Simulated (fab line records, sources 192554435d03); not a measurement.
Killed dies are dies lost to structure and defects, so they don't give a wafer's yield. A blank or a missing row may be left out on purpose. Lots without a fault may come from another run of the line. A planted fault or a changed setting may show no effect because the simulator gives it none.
Which tool did it? | flow n5_finfet | 24 lots, 72 wafers sampled, at 6 steps of a route of 1938

WHAT THE GAUGES READ, wafer by wafer
The record holds no reading of a measuring or inspecting step that can be judged against a usual standard deviation.

WHICH TOOL RAN EACH LOT (tool, then ch and the chambers of the sampled wafers, then the start)
lot  | N5_FIN_SAQP_MANDREL1_REMOVE_56  | N5_FIN_SAQP_RECESS_63             | N5_FIN_CUT_ETCH_21                | N5_STI_FIN_REVEAL_CMP_04     | N5_DUMMY_GATE_ETCH_23           | N5_SPACER0_ALD_07
L074 | rie_si-01 ch 0,1,2, day 2 00:30 | vapor_etch-01 ch 0,1, day 2 00:52 | rie_diel-01 ch 0,1,2, day 2 03:32 | cmp-04 ch 1,2,3, day 2 09:37 | rie_si-06 ch 1,2,3, day 3 00:09 | ald_sin-04 ch 0,1,3, day 3 00:46
L075 | rie_si-04 ch 0,2,3, day 2 06:52 | vapor_etch-02 ch 0,1, day 2 07:22 | rie_diel-06 ch 0,2,3, day 2 09:45 | cmp-01 ch 2,3, day 2 15:47   | rie_si-05 ch 2,3, day 3 04:52   | ald_sin-04 ch 0,1,2, day 3 05:22
L076 | rie_si-04 ch 2,3, day 2 12:58   | vapor_etch-02 ch 0,1, day 2 13:28 | rie_diel-01 ch 0,1,3, day 2 16:16 | cmp-04 ch 0,2,3, day 2 22:15 | rie_si-05 ch 0,1, day 3 11:35   | ald_sin-01 ch 0,1,3, day 3 12:26
L077 | rie_si-01 ch 2,3, day 2 18:50   | vapor_etch-01 ch 0,1, day 2 19:20 | rie_diel-01 ch 0,2,3, day 2 22:43 | cmp-04 ch 0,1,2, day 3 05:10 | rie_si-02 ch 1,2,3, day 3 18:23 | ald_sin-02 ch 1,2,3, day 3 18:53
L078 | rie_si-03 ch 1,3, day 3 00:19   | vapor_etch-02 ch 0,1, day 3 00:41 | rie_diel-01 ch 0,2,3, day 3 03:29 | cmp-02 ch 0,1,2, day 3 09:34 | rie_si-02 ch 0,1,3, day 3 22:46 | ald_sin-02 ch 0,1,2, day 3 23:25
L079 | rie_si-03 ch 0,2, day 3 06:25   | vapor_etch-01 ch 0,1, day 3 07:02 | rie_diel-01 ch 0,1,2, day 3 09:43 | cmp-01 ch 1,2, day 3 16:47   | rie_si-06 ch 1,3, day 4 05:51   | ald_sin-04 ch 0,2,3, day 4 06:20
L080 | rie_si-04 ch 0,3, day 3 12:37   | vapor_etch-02 ch 0,1, day 3 12:59 | rie_diel-03 ch 0,1,3, day 3 15:41 | cmp-04 ch 0,1, day 3 21:38   | rie_si-05 ch 0,1,3, day 4 11:13 | ald_sin-02 ch 0,2,3, day 4 11:43
L081 | rie_si-01 ch 2,3, day 3 19:49   | vapor_etch-01 ch 0,1, day 3 20:25 | rie_diel-03 ch 0,2,3, day 3 23:43 | cmp-01 ch 0,2,3, day 4 05:40 | rie_si-02 ch 0,2,3, day 4 18:51 | ald_sin-04 ch 0,2, day 4 22:52
L082 | rie_si-03 ch 0,1, day 4 01:53   | vapor_etch-01 ch 0,1, day 4 02:17 | rie_diel-06 ch 0,3, day 4 05:29   | cmp-04 ch 0,3, day 4 11:28   | rie_si-06 ch 1,3, day 5 04:43   | ald_sin-01 ch 0,3, day 5 05:32
L083 | rie_si-03 ch 1,2,3, day 4 08:38 | vapor_etch-02 ch 0,1, day 4 09:01 | rie_diel-03 ch 0,1,2, day 4 11:49 | cmp-04 ch 1,2,3, day 4 19:05 | rie_si-06 ch 1,2,3, day 5 11:41 | ald_sin-04 ch 0,3, day 5 12:11
L084 | rie_si-01 ch 0,1,3, day 4 14:18 | vapor_etch-02 ch 0,1, day 4 14:41 | rie_diel-01 ch 0,1,3, day 4 21:05 | cmp-02 ch 0,3, day 5 07:52   | rie_si-06 ch 1,2, day 5 21:49   | ald_sin-01 ch 1,2, day 5 22:38
L085 | rie_si-01 ch 0,1,2, day 4 21:01 | vapor_etch-01 ch 0,1, day 4 21:37 | rie_diel-01 ch 2,3, day 5 04:00   | cmp-01 ch 1,2, day 5 10:22   | rie_si-05 ch 2,3, day 6 01:37   | ald_sin-04 ch 0,2, day 6 02:06
L086 | rie_si-01 ch 1,2,3, day 5 03:21 | vapor_etch-01 ch 0,1, day 5 03:44 | rie_diel-01 ch 1,2,3, day 5 07:08 | cmp-02 ch 0,2,3, day 5 14:13 | rie_si-02 ch 0,2,3, day 6 04:55 | ald_sin-01 ch 1,2,3, day 6 05:25
L087 | rie_si-03 ch 0,2,3, day 5 10:02 | vapor_etch-01 ch 0,1, day 5 10:28 | rie_diel-01 ch 1,2,3, day 5 13:35 | cmp-02 ch 0,2,3, day 5 19:34 | rie_si-05 ch 0,1, day 6 09:33   | ald_sin-04 ch 1,2, day 6 10:07
L088 | rie_si-01 ch 1,2,3, day 5 12:55 | vapor_etch-02 ch 0,1, day 5 13:17 | rie_diel-01 ch 0,2,3, day 5 16:05 | cmp-04 ch 0,3, day 5 22:08   | rie_si-02 ch 0,1,2, day 6 12:32 | ald_sin-02 ch 1,2,3, day 6 13:05
L089 | rie_si-03 ch 2,3, day 5 17:56   | vapor_etch-02 ch 0,1, day 5 18:28 | rie_diel-01 ch 0,2, day 5 20:58   | cmp-01 ch 0,3, day 6 03:43   | rie_si-05 ch 0,1,2, day 6 17:45 | ald_sin-01 ch 1,2,3, day 6 19:00
L090 | rie_si-01 ch 1,2,3, day 6 00:23 | vapor_etch-01 ch 0,1, day 6 00:46 | rie_diel-06 ch 0,1,3, day 6 03:48 | cmp-01 ch 0,2,3, day 6 09:47 | rie_si-05 ch 0,2, day 6 22:55   | ald_sin-01 ch 0,2,3, day 6 23:28
L091 | rie_si-03 ch 0,1,2, day 6 06:19 | vapor_etch-02 ch 0,1, day 6 06:41 | rie_diel-01 ch 1,2,3, day 6 09:05 | cmp-01 ch 0,1,3, day 6 15:04 | rie_si-06 ch 0,2,3, day 7 06:11 | ald_sin-01 ch 0,2,3, day 7 06:46
L092 | rie_si-03 ch 1,2,3, day 6 13:14 | vapor_etch-02 ch 0,1, day 6 13:37 | rie_diel-06 ch 0,3, day 6 16:00   | cmp-01 ch 0,1, day 6 22:31   | rie_si-05 ch 0,1,2, day 7 16:08 | ald_sin-01 ch 0,1,2, day 7 16:47
L093 | rie_si-01 ch 1,2,3, day 6 17:36 | vapor_etch-02 ch 0,1, day 6 17:59 | rie_diel-01 ch 1,2,3, day 6 20:43 | cmp-02 ch 0,1,2, day 7 02:40 | rie_si-05 ch 1,2,3, day 7 17:23 | ald_sin-01 ch 0,2,3, day 7 17:53
L094 | rie_si-04 ch 0,2,3, day 7 00:08 | vapor_etch-01 ch 0,1, day 7 00:38 | rie_diel-06 ch 0,1, day 7 03:12   | cmp-01 ch 0,2,3, day 7 09:38 | rie_si-05 ch 1,2, day 8 00:23   | ald_sin-04 ch 2,3, day 8 01:03
L095 | rie_si-03 ch 0,1,2, day 7 05:56 | vapor_etch-01 ch 0,1, day 7 06:20 | rie_diel-01 ch 0,3, day 7 08:52   | cmp-02 ch 0,2,3, day 7 14:49 | rie_si-06 ch 0,1,3, day 8 05:49 | ald_sin-02 ch 0,1,2, day 8 06:37
L096 | rie_si-04 ch 0,1,2, day 7 11:23 | vapor_etch-02 ch 0,1, day 7 11:46 | rie_diel-03 ch 0,2,3, day 7 14:37 | cmp-02 ch 0,2,3, day 7 20:34 | rie_si-05 ch 0,1,2, day 8 09:56 | ald_sin-01 ch 1,2,3, day 8 10:26
L097 | rie_si-03 ch 1,2, day 7 17:57   | vapor_etch-01 ch 0,1, day 7 18:27 | rie_diel-06 ch 0,1,2, day 7 20:50 | cmp-02 ch 2,3, day 8 02:47   | rie_si-05 ch 0,1,3, day 8 18:10 | ald_sin-01 ch 1,2,3, day 8 18:39
- N5_FIN_SAQP_MANDREL1_REMOVE_56: chemistry HBr/Cl2/O2, target a-Si, stops on SiNx, bt time 10 s.
- N5_FIN_SAQP_RECESS_63: chemistry HF/NH3, target SiO2, target depth 18 nm, afs cycles 3, sublimation time 60 s.
- N5_FIN_CUT_ETCH_21: etches SOC in N2/H2, target depth 219 nm, overetch 43.8 nm, time 523.5 s.
- N5_STI_FIN_REVEAL_CMP_04: polishes, stops on Si3N4, t overpolish 4 s, target thk 131.83 nm.
- N5_DUMMY_GATE_ETCH_23: etches poly-Si in HBr/Cl2/O2, target depth 41 nm, time 22.3 s.
- N5_SPACER0_ALD_07: deposits SiNx, target thk 2 nm.

WHAT THE TOOLS THEMSELVES READ (means of the sampled wafers that have a number; where no wafer has one, the mark that the record gives instead)
N5_FIN_SAQP_MANDREL1_REMOVE_56. Usual: drypump_motor_current_A 6.0 A, standard deviation 0.41; oes_product_au 1.002 a.u., standard deviation 0.017; throttle_valve_pct 36.9 %, standard deviation 0.33.
lot  | tool      | drypump_motor_current_A (A) | oes_product_au (a.u.) | throttle_valve_pct (%) | flag
L074 | rie_si-01 | 5.8                         | 1.005                 | 36.9                   |
L075 | rie_si-04 | 5.8                         | 0.993                 | 36.6                   |
L076 | rie_si-04 | 5.7                         | 0.995                 | 36.5                   |
L077 | rie_si-01 | 5.8                         | 1.012                 | 36.5                   |
L078 | rie_si-03 | 5.7                         | 1.001                 | 37.0                   |
L079 | rie_si-03 | 6.4                         | 0.996                 | 37.0                   |
L080 | rie_si-04 | 5.8                         | 0.974                 | 36.8                   |
L081 | rie_si-01 | 5.8                         | 1.017                 | 36.5                   |
L082 | rie_si-03 | 6.2                         | 1.007                 | 36.5                   |
L083 | rie_si-03 | 5.9                         | 1.005                 | 37.1                   |
L084 | rie_si-01 | 6.2                         | 1.007                 | 36.9                   |
L085 | rie_si-01 | 5.8                         | 0.995                 | 36.9                   |
L086 | rie_si-01 | 6.0                         | 1.007                 | 36.7                   |
L087 | rie_si-03 | 6.2                         | 0.994                 | 37.0                   |
L088 | rie_si-01 | 6.0                         | 1.013                 | 36.7                   |
L089 | rie_si-03 | 5.9                         | 1.000                 | 37.3                   |
L090 | rie_si-01 | 6.0                         | 1.013                 | 36.7                   |
L091 | rie_si-03 | 6.2                         | 0.997                 | 36.8                   |
L092 | rie_si-03 | 5.9                         | 1.003                 | 37.1                   |
L093 | rie_si-01 | 6.0                         | 1.016                 | 36.7                   |
L094 | rie_si-04 | 5.8                         | 0.990                 | 36.6                   |
L095 | rie_si-03 | 6.2                         | 0.998                 | 36.8                   |
L096 | rie_si-04 | 5.7                         | 1.009                 | 36.7                   |
L097 | rie_si-03 | 6.1                         | 0.993                 | 37.2                   |

N5_FIN_SAQP_RECESS_63. Usual: drypump_motor_current_A 5.7 A, standard deviation 0.49; temp_c 30.00 C, standard deviation 0.1.
lot  | tool          | drypump_motor_current_A (A) | temp_c (C) | flag
L074 | vapor_etch-01 | 5.9                         | 29.95      |
L075 | vapor_etch-02 | 5.5                         | 30.10      |
L076 | vapor_etch-02 | 5.5                         | 29.94      |
L077 | vapor_etch-01 | 5.9                         | 29.99      |
L078 | vapor_etch-02 | 5.2                         | 30.04      |
L079 | vapor_etch-01 | 6.1                         | 29.95      |
L080 | vapor_etch-02 | 5.5                         | 30.02      |
L081 | vapor_etch-01 | 5.9                         | 30.04      |
L082 | vapor_etch-01 | 5.9                         | 30.01      |
L083 | vapor_etch-02 | 5.5                         | 30.04      |
L084 | vapor_etch-02 | 5.2                         | 30.14      |
L085 | vapor_etch-01 | 5.9                         | 30.06      |
L086 | vapor_etch-01 | 6.1                         | 30.03      |
L087 | vapor_etch-01 | 5.9                         | 29.99      |
L088 | vapor_etch-02 | 5.2                         | 29.94      |
L089 | vapor_etch-02 | 5.5                         | 29.92      |
L090 | vapor_etch-01 | 5.8                         | 30.13      |
L091 | vapor_etch-02 | 5.2                         | 29.96      |
L092 | vapor_etch-02 | 5.5                         | 30.06      |
L093 | vapor_etch-02 | 5.5                         | 29.97      |
L094 | vapor_etch-01 | 6.1                         | 30.01      |
L095 | vapor_etch-01 | 5.9                         | 29.96      |
L096 | vapor_etch-02 | 5.5                         | 30.03      |
L097 | vapor_etch-01 | 6.1                         | 29.99      |

N5_FIN_CUT_ETCH_21. Usual: drypump_motor_current_A 5.7 A, standard deviation 0.4; oes_product_au 0.74 a.u., standard deviation 0.081; rf_vpp_V 241.0 V, standard deviation 1.5; showerhead_plenum_p_Torr 2.56 Torr, standard deviation 0.096; temp_c 40.01 C, standard deviation 0.11; throttle_valve_pct 17.7 %, standard deviation 0.32.
lot  | tool        | drypump_motor_current_A (A) | oes_product_au (a.u.) | rf_vpp_V (V) | showerhead_plenum_p_Torr (Torr) | temp_c (C) | throttle_valve_pct (%) | flag
L074 | rie_diel-01 | 5.7                         | 0.69                  | 240.3        | 2.54                            | 39.94      | 17.7                   |
L075 | rie_diel-06 | 5.4                         | 0.72                  | 241.2        | 2.58                            | 39.99      | 17.9                   |
L076 | rie_diel-01 | 5.8                         | 0.77                  | 240.5        | 2.57                            | 39.97      | 17.6                   |
L077 | rie_diel-01 | 5.8                         | 0.76                  | 240.8        | 2.52                            | 40.06      | 17.7                   |
L078 | rie_diel-01 | 5.8                         | 0.75                  | 240.3        | 2.52                            | 40.10      | 17.7                   |
L079 | rie_diel-01 | 5.7                         | 0.69                  | 240.7        | 2.54                            | 40.07      | 17.7                   |
L080 | rie_diel-03 | 5.7                         | 0.74                  | 242.8        | 2.69                            | 40.03      | 17.7                   |
L081 | rie_diel-03 | 5.4                         | 0.72                  | 241.9        | 2.61                            | 40.04      | 17.8                   |
L082 | rie_diel-06 | 5.4                         | 0.84                  | 242.9        | 2.62                            | 40.00      | 17.6                   |
L083 | rie_diel-03 | 5.5                         | 0.76                  | 242.0        | 2.62                            | 40.01      | 17.4                   |
L084 | rie_diel-01 | 5.8                         | 0.74                  | 240.7        | 2.56                            | 39.97      | 17.6                   |
L085 | rie_diel-01 | 6.2                         | 0.79                  | 239.6        | 2.46                            | 39.98      | 17.5                   |
L086 | rie_diel-01 | 6.1                         | 0.74                  | 239.2        | 2.48                            | 40.03      | 17.6                   |
L087 | rie_diel-01 | 6.0                         | 0.73                  | 238.9        | 2.48                            | 40.13      | 17.6                   |
L088 | rie_diel-01 | 5.8                         | 0.73                  | 241.2        | 2.52                            | 40.03      | 17.7                   |
L089 | rie_diel-01 | 5.5                         | 0.67                  | 241.2        | 2.57                            | 39.92      | 17.9                   |
L090 | rie_diel-06 | 5.7                         | 0.83                  | 242.0        | 2.58                            | 40.01      | 17.5                   |
L091 | rie_diel-01 | 6.0                         | 0.72                  | 239.9        | 2.47                            | 40.07      | 17.6                   |
L092 | rie_diel-06 | 5.5                         | 0.81                  | 241.9        | 2.61                            | 39.95      | 17.7                   |
L093 | rie_diel-01 | 6.1                         | 0.72                  | 241.0        | 2.47                            | 40.00      | 17.6                   |
L094 | rie_diel-06 | 5.8                         | 0.83                  | 240.4        | 2.51                            | 39.91      | 17.5                   |
L095 | rie_diel-01 | 5.9                         | 0.78                  | 240.4        | 2.54                            | 40.15      | 17.6                   |
L096 | rie_diel-03 | 5.4                         | 0.70                  | 241.6        | 2.60                            | 39.98      | 17.9                   |
L097 | rie_diel-06 | 5.6                         | 0.77                  | 240.4        | 2.53                            | 40.02      | 17.6                   |

N5_STI_FIN_REVEAL_CMP_04. Usual: motor_current_A 7.9 A, standard deviation 0.77; overpolish_run_s 4.001 s, standard deviation 0.01; time_to_endpoint_s 107 s, standard deviation 5.8.
lot  | tool   | motor_current_A (A) | overpolish_run_s (s) | time_to_endpoint_s (s) | flag
L074 | cmp-04 | 7.6                 | 3.990                | 108                    |
L075 | cmp-01 | 8.1                 | 4.001                | 104                    |
L076 | cmp-04 | 7.0                 | 4.007                | 106                    |
L077 | cmp-04 | 7.4                 | 3.997                | 110                    |
L078 | cmp-02 | 8.2                 | 3.997                | 96                     |
L079 | cmp-01 | 7.6                 | 4.003                | 107                    |
L080 | cmp-04 | 7.8                 | 4.000                | 108                    |
L081 | cmp-01 | 7.7                 | 4.010                | 112                    |
L082 | cmp-04 | 7.3                 | 3.998                | 110                    |
L083 | cmp-04 | 7.7                 | 4.012                | 109                    |
L084 | cmp-02 | 8.5                 | 4.004                | 102                    |
L085 | cmp-01 | 7.7                 | 3.998                | 113                    |
L086 | cmp-02 | 8.4                 | 4.002                | 103                    |
L087 | cmp-02 | 8.5                 | 3.998                | 101                    |
L088 | cmp-04 | 7.4                 | 3.997                | 107                    |
L089 | cmp-01 | 8.1                 | 4.001                | 111                    |
L090 | cmp-01 | 7.7                 | 4.001                | 109                    |
L091 | cmp-01 | 7.8                 | 3.996                | 114                    |
L092 | cmp-01 | 7.1                 | 4.001                | 117                    |
L093 | cmp-02 | 8.3                 | 4.002                | 101                    |
L094 | cmp-01 | 7.7                 | 4.001                | 113                    |
L095 | cmp-02 | 8.7                 | 4.001                | 105                    |
L096 | cmp-02 | 8.5                 | 4.008                | 101                    |
L097 | cmp-02 | 8.7                 | 3.995                | 102                    |

N5_DUMMY_GATE_ETCH_23. Usual: drypump_motor_current_A 5.6 A, standard deviation 0.55; oes_product_au 1.004 a.u., standard deviation 0.014; throttle_valve_pct 37.19 %, standard deviation 0.28.
lot  | tool      | drypump_motor_current_A (A) | oes_product_au (a.u.) | throttle_valve_pct (%) | flag
L074 | rie_si-06 | 5.6                         | 1.020                 | 37.17                  |
L075 | rie_si-05 | 6.3                         | 0.995                 | 37.36                  |
L076 | rie_si-05 | 5.0                         | 0.999                 | 36.91                  |
L077 | rie_si-02 | 5.9                         | 1.010                 | 37.43                  |
L078 | rie_si-02 | 6.1                         | 1.002                 | 37.27                  |
L079 | rie_si-06 | 5.7                         | 1.021                 | 37.40                  |
L080 | rie_si-05 | 5.5                         | 0.993                 | 37.10                  |
L081 | rie_si-02 | 6.0                         | 0.998                 | 37.51                  |
L082 | rie_si-06 | 5.7                         | 1.022                 | 37.40                  |
L083 | rie_si-06 | 5.6                         | 1.008                 | 37.16                  |
L084 | rie_si-06 | 5.2                         | 1.012                 | 37.08                  |
L085 | rie_si-05 | 6.4                         | 0.987                 | 37.34                  |
L086 | rie_si-02 | 6.1                         | 0.997                 | 37.49                  |
L087 | rie_si-05 | 5.1                         | 0.998                 | 37.12                  |
L088 | rie_si-02 | 5.8                         | 0.992                 | 37.46                  |
L089 | rie_si-05 | 5.4                         | 0.993                 | 37.21                  |
L090 | rie_si-05 | 5.9                         | 1.002                 | 37.30                  |
L091 | rie_si-06 | 5.9                         | 1.004                 | 36.94                  |
L092 | rie_si-05 | 5.4                         | 0.996                 | 37.19                  |
L093 | rie_si-05 | 5.9                         | 1.006                 | 37.24                  |
L094 | rie_si-05 | 5.3                         | 1.001                 | 37.18                  |
L095 | rie_si-06 | 5.6                         | 1.017                 | 37.12                  |
L096 | rie_si-05 | 5.4                         | 0.997                 | 37.20                  |
L097 | rie_si-05 | 5.5                         | 0.998                 | 37.17                  |

N5_SPACER0_ALD_07. Usual: heater_power_w 838 W, standard deviation 100.
lot  | tool       | heater_power_w (W) | flag
L074 | ald_sin-04 | 822                |
L075 | ald_sin-04 | 813                |
L076 | ald_sin-01 | 821                |
L077 | ald_sin-02 | 786                |
L078 | ald_sin-02 | 813                |
L079 | ald_sin-04 | 778                |
L080 | ald_sin-02 | 813                |
L081 | ald_sin-04 | 767                |
L082 | ald_sin-01 | 824                |
L083 | ald_sin-04 | 806                |
L084 | ald_sin-01 | 979                |
L085 | ald_sin-04 | 819                |
L086 | ald_sin-01 | 931                |
L087 | ald_sin-04 | 754                |
L088 | ald_sin-02 | 757                |
L089 | ald_sin-01 | 933                |
L090 | ald_sin-01 | 890                |
L091 | ald_sin-01 | 903                |
L092 | ald_sin-01 | 876                |
L093 | ald_sin-01 | 895                |
L094 | ald_sin-04 | 759                |
L095 | ald_sin-02 | 808                |
L096 | ald_sin-01 | 943                |
L097 | ald_sin-01 | 939                |

THE ANSWER, worked out from the rows above alone
Rule: a lot is off if the mean of its wafers that have a number lies more than 3 standard deviations from the usual mean. A lot without any number at a reading at which 4 lots or more have one is off too. The other lots that the step has rows for count as sound. The gauges are gone through in route order, then the tools' own readings, and for those a lot's mean is taken as printed above. The first step at which some lot is off is used, and at that step the reading that is off furthest; a lot without a number counts as furthest.
No lot is off at any reading shown: from this, nothing can be told.

WHAT THE SIMULATOR HAD PUT IN
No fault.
